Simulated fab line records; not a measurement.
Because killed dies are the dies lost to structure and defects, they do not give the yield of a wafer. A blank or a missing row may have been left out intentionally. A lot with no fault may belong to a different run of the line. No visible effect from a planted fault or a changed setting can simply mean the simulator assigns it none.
Comparing a struck lot with a sound one ; flow n5_finfet ; 39 out of 1938 route steps
Sound: the wafers L274.3, L274.4, L274.5. Struck: wafer L263.1 (L263.2, L263.5, from the same lot, were not struck and are left out); the cause is given at the end.
At each step with rows: each side's tool, then ch and its chambers, then its first start. Under that, the readings that differ: sound wafers ; struck wafers ; difference of the means ; sigmas: that difference in standard deviations of wafers without a fault.
alike: readings whose means differ by less than 2 such deviations, and words and numbers that are the same on both sides. not compared: withheld readings, readings that some wafer has no value for, bounds like >300 that may hide the same value, and numbers for which the record gives no deviation and whose values overlap.
Wherever a step has rows on one side only, a row that says differs or no value, or a row with sigmas, the two part there. Numbers that don't overlap but have no deviation are shown without sigmas and don't part them. Lack of a reading on every wafer of one side parts them only where that side has two or more wafers.

first, 11 steps without rows for these wafers: N5_BEOL_M3_STRIP_65 (strips in N2/H2); N5_BEOL_M3_STRIP_75 (strips in N2/H2); N5_BEOL_M3_STRIP_66 (strips in CF4); N5_BEOL_M3_HM_OPEN_17 (chemistry Cl2/BCl3, target TiN, target depth 20 nm, overetch 6 nm); N5_BEOL_M3_STRIP_19 (strips in O2); N5_BEOL_M3_COAT_67 (time 60 s, resist thk 60 nm); N5_BEOL_M3_COAT_68 (time 60 s, resist thk 12 nm); N5_BEOL_M3_COAT_76 (time 60 s, resist thk 5 nm); N5_BEOL_M3_COAT_22 (resist thk 30 nm); N5_BEOL_M3_EBR_24; N5_BEOL_M3_SOFTBAKE_23 (time 60 s).
N5_BEOL_M3_EXPOSE_25: exposes mask V2, defocus 5 nm.
  sound on euv_scanner-02 ch 0, day 12 00:23; struck on euv_scanner-02 ch 0, day 8 20:21
  alike: mask
then, 2 steps without rows for these wafers: N5_BEOL_M3_PEB_26 (peb time 60 s); N5_BEOL_M3_DEVELOP_27 (develop time 30 s).
N5_BEOL_M3_CD_MEAS_28: target cd 25.7 nm, target cd y 23.3 nm.
  sound on cd_sem-03 ch 0, day 12 00:31; struck on cd_sem-02 ch 0, day 8 20:29
reading;sound;struck;difference;sigmas
cd_nm (nm);25.55 25.84 25.86;22.74;-3.01;-13
then, 22 steps without rows for these wafers: N5_BEOL_M3_DESCUM_33 (chemistry O2, time 7 s); N5_BEOL_M3_ETCH_77 (etches underlayer in N2/H2, target depth 6.5 nm, time 5.2 s); N5_BEOL_M3_ETCH_69 (etches SiARC in CF4, target depth 15.6 nm, time 26 s); N5_BEOL_M3_ALD_98 (deposits SiO2, target thk 2.5 nm, pulse time 1 s, co reactant pulse time 1 s); N5_BEOL_M3_ETCHBACK_99 (etches SiO2 in CHF3, target depth 5 nm, time 10.4 s); N5_BEOL_M3_ETCH_70 (etches SOC in N2/H2, target depth 80 nm, overetch 16 nm, time 120 s); N5_BEOL_M3_STRIP_71 (strips in N2/H2); N5_BEOL_M3_STRIP_78 (strips in N2/H2); N5_BEOL_M3_VIA_ETCH_34 (etches the open film in C4F6/O2, target depth 69.4 nm, time 65.9 s); N5_BEOL_M3_STRIP_83 (strips in C4F6/O2); N5_BEOL_M3_STRIP_36 (strips in N2/H2); N5_BEOL_M3_TRENCH_ETCH_37 (etches SiOC in C4F6/O2, target depth 55.555 nm, time 29.2 s); N5_BEOL_M3_ETCH_41 (etches SiCN in CH3F/O2, target depth 29.9 nm, time 52.5 s); N5_BEOL_M3_STRIP_97 (strips in N2/H2, time 10 s); N5_BEOL_M3_HM_STRIP_39 (strips TiN in peroxide tin strip, target depth 25 nm, time 158 s); N5_BEOL_M3_SRD_40 (time 30 s); N5_BEOL_M3_PRECLEAN_42 (cleans in residue remover, time 60 s); N5_BEOL_M3_SRD_43 (time 30 s); N5_BEOL_M3_DEGAS_44 (time 60 s); N5_BEOL_M3_PRE_CLEAN_45 (time 30 s); N5_BEOL_M3_ALD_84 (deposits TaN, pulse time 2 s, purge time 3 s, co reactant purge time 2 s); N5_BEOL_M3_SURFACE_TREAT_85.
N5_BEOL_M4_RC_MEAS_101:
  sound on prober-02 ch 0, day 13 22:15; struck on prober-02 ch 0, day 10 16:11
reading;sound;struck;difference;sigmas
CHAIN_V2 (ohm/link);224 226 222;300;+76;+8
CHAIN_V2_max_site (ohm/link);238 234 226;314;+81;+7
  alike: DIBL_N, DIBL_P, IOFF_N, IOFF_P, ION_N, ION_P, SS_N, SS_P, VT_N, VT_P
-- here the record skips 5 days between the struck wafers' starts before and after, leaving off in module BEOL_M4 and picking up in module PASSIVATION (first step shown: number 1936 of the route) --
N5_PASSIVATION_PROBE_49:
  rows exist in the record for the struck wafers here (prober-01, day 15 09:28), but not for the sound ones

## WHERE THEY PART
Last at N5_PASSIVATION_PROBE_49 as far as this record goes, first at N5_BEOL_M3_CD_MEAS_28.

WHY: what the simulator had put in
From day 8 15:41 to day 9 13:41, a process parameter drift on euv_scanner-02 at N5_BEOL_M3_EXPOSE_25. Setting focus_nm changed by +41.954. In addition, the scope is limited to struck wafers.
